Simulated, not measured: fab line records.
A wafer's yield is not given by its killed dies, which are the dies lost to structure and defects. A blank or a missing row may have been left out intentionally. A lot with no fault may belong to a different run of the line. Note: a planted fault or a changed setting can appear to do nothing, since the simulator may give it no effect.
Lot-split experiment / flow n5Finfet / 21 wafers read across 7 lots, on a route 1938 steps long

== THE SPLIT ==
At N5_PASSIVATION_AL_DEP_21 (deposits Al, target thk 2800 nm, time 170 s), the setting timeS was moved away from the recipe's 170 s on 8 of the 21 wafers read, by -11.0% to +10.6%. For the rest of the wafers, this setting stayed at what the recipe calls for.

The reading comes from the split's own step.

== THE READING ==
Al_of_PASSIVATION_AL_DEP_21.thkNm (the simulator's own value, which no gauge read), in nm, at N5_PASSIVATION_AL_DEP_21 (deposits Al, target thk 2800 nm, time 170 s). The file gives no usual value for it. Across the 13 wafers here that went through the recipe, the average is 2796 nm and the standard deviation 22 nm.

wafer=L077.1; tool, chamber at the split=pvdSputter-01, -; timeS as run, s=170; against the recipe=recipe; Al_of_PASSIVATION_AL_DEP_21.thkNm, nm=2791; against lot-mates on the recipe=-
wafer=L077.4; tool, chamber at the split=pvdSputter-01, -; timeS as run, s=170; against the recipe=recipe; Al_of_PASSIVATION_AL_DEP_21.thkNm, nm=2816; against lot-mates on the recipe=-
wafer=L077.5; tool, chamber at the split=pvdSputter-01, -; timeS as run, s=170; against the recipe=recipe; Al_of_PASSIVATION_AL_DEP_21.thkNm, nm=2770; against lot-mates on the recipe=-
wafer=L075.2; tool, chamber at the split=pvdSputter-02, -; timeS as run, s=182.2; against the recipe=+7.2%; Al_of_PASSIVATION_AL_DEP_21.thkNm, nm=3016; against lot-mates on the recipe=+240
wafer=L075.3; tool, chamber at the split=pvdSputter-02, -; timeS as run, s=170; against the recipe=recipe; Al_of_PASSIVATION_AL_DEP_21.thkNm, nm=2770; against lot-mates on the recipe=-
wafer=L075.6; tool, chamber at the split=pvdSputter-02, -; timeS as run, s=170; against the recipe=recipe; Al_of_PASSIVATION_AL_DEP_21.thkNm, nm=2782; against lot-mates on the recipe=-
wafer=L082.2; tool, chamber at the split=pvdSputter-03, -; timeS as run, s=170; against the recipe=recipe; Al_of_PASSIVATION_AL_DEP_21.thkNm, nm=2815; against lot-mates on the recipe=-
wafer=L082.4; tool, chamber at the split=pvdSputter-03, -; timeS as run, s=181; against the recipe=+6.5%; Al_of_PASSIVATION_AL_DEP_21.thkNm, nm=3024; against lot-mates on the recipe=+209
wafer=L082.5; tool, chamber at the split=pvdSputter-03, -; timeS as run, s=181; against the recipe=+6.5%; Al_of_PASSIVATION_AL_DEP_21.thkNm, nm=2999; against lot-mates on the recipe=+184
wafer=L083.2; tool, chamber at the split=pvdSputter-03, -; timeS as run, s=170; against the recipe=recipe; Al_of_PASSIVATION_AL_DEP_21.thkNm, nm=2793; against lot-mates on the recipe=-
wafer=L083.3; tool, chamber at the split=pvdSputter-03, -; timeS as run, s=170; against the recipe=recipe; Al_of_PASSIVATION_AL_DEP_21.thkNm, nm=2783; against lot-mates on the recipe=-
wafer=L083.6; tool, chamber at the split=pvdSputter-03, -; timeS as run, s=170; against the recipe=recipe; Al_of_PASSIVATION_AL_DEP_21.thkNm, nm=2771; against lot-mates on the recipe=-
wafer=L089.1; tool, chamber at the split=pvdSputter-02, -; timeS as run, s=152.9; against the recipe=-10.1%; Al_of_PASSIVATION_AL_DEP_21.thkNm, nm=2548; against lot-mates on the recipe=-258
wafer=L089.3; tool, chamber at the split=pvdSputter-02, -; timeS as run, s=170; against the recipe=recipe; Al_of_PASSIVATION_AL_DEP_21.thkNm, nm=2827; against lot-mates on the recipe=-
wafer=L089.4; tool, chamber at the split=pvdSputter-02, -; timeS as run, s=170; against the recipe=recipe; Al_of_PASSIVATION_AL_DEP_21.thkNm, nm=2786; against lot-mates on the recipe=-
wafer=L088.1; tool, chamber at the split=pvdSputter-01, -; timeS as run, s=188.1; against the recipe=+10.6%; Al_of_PASSIVATION_AL_DEP_21.thkNm, nm=3117; against lot-mates on the recipe=+309
wafer=L088.2; tool, chamber at the split=pvdSputter-01, -; timeS as run, s=188.1; against the recipe=+10.6%; Al_of_PASSIVATION_AL_DEP_21.thkNm, nm=3108; against lot-mates on the recipe=+300
wafer=L088.6; tool, chamber at the split=pvdSputter-01, -; timeS as run, s=170; against the recipe=recipe; Al_of_PASSIVATION_AL_DEP_21.thkNm, nm=2808; against lot-mates on the recipe=-
wafer=L097.2; tool, chamber at the split=pvdSputter-02, -; timeS as run, s=151.3; against the recipe=-11.0%; Al_of_PASSIVATION_AL_DEP_21.thkNm, nm=2514; against lot-mates on the recipe=-325
wafer=L097.4; tool, chamber at the split=pvdSputter-02, -; timeS as run, s=151.3; against the recipe=-11.0%; Al_of_PASSIVATION_AL_DEP_21.thkNm, nm=2508; against lot-mates on the recipe=-331
wafer=L097.5; tool, chamber at the split=pvdSputter-02, -; timeS as run, s=170; against the recipe=recipe; Al_of_PASSIVATION_AL_DEP_21.thkNm, nm=2839; against lot-mates on the recipe=-

FIT RESULTS
A straight line over all 21 wafers: Al_of_PASSIVATION_AL_DEP_21.thkNm changes by +28.1 nm for each +1% of timeS; r = +0.99; the points scatter about the line by 23 nm.
The same after taking each lot's own level away (the mean of its wafers on the recipe; 21 wafers): +29.1 nm for each +1%; r = +1.00; scatter 16 nm.
According to that fit, moving timeS by its largest amount changes the reading by 3.2e+02 nm.
The lots' own levels span 2776.0 to 2839.0 nm, that is 2.9 times the standard deviation above.
The two slopes are in agreement: the lot-to-lot level therefore moves the slope only a little.
Check: with one of the wafers moved furthest among these (-11.0%) left out of the fit, the line predicts -316 nm for it against its lot-mates. Against them it came out at -325 nm.

== ADDITIONAL SPLITS CARRIED BY THESE WAFERS ==
These wafers also went through other splits before the reading. Each is held against what the fit with the lots' levels taken away leaves over:
other split on the same wafers=N5_MIM_TOP_LITHO_EXPOSE_05 doseMj; wafers away from the commonest value=6; r with Al_of_PASSIVATION_AL_DEP_21.thkNm (lot level and that fit taken away)=-0.10

== THE FILE'S OWN FIT ==
Al_of_PASSIVATION_AL_DEP_21.thkNm changes by +29 nm for each +1% of timeS, r = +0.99.
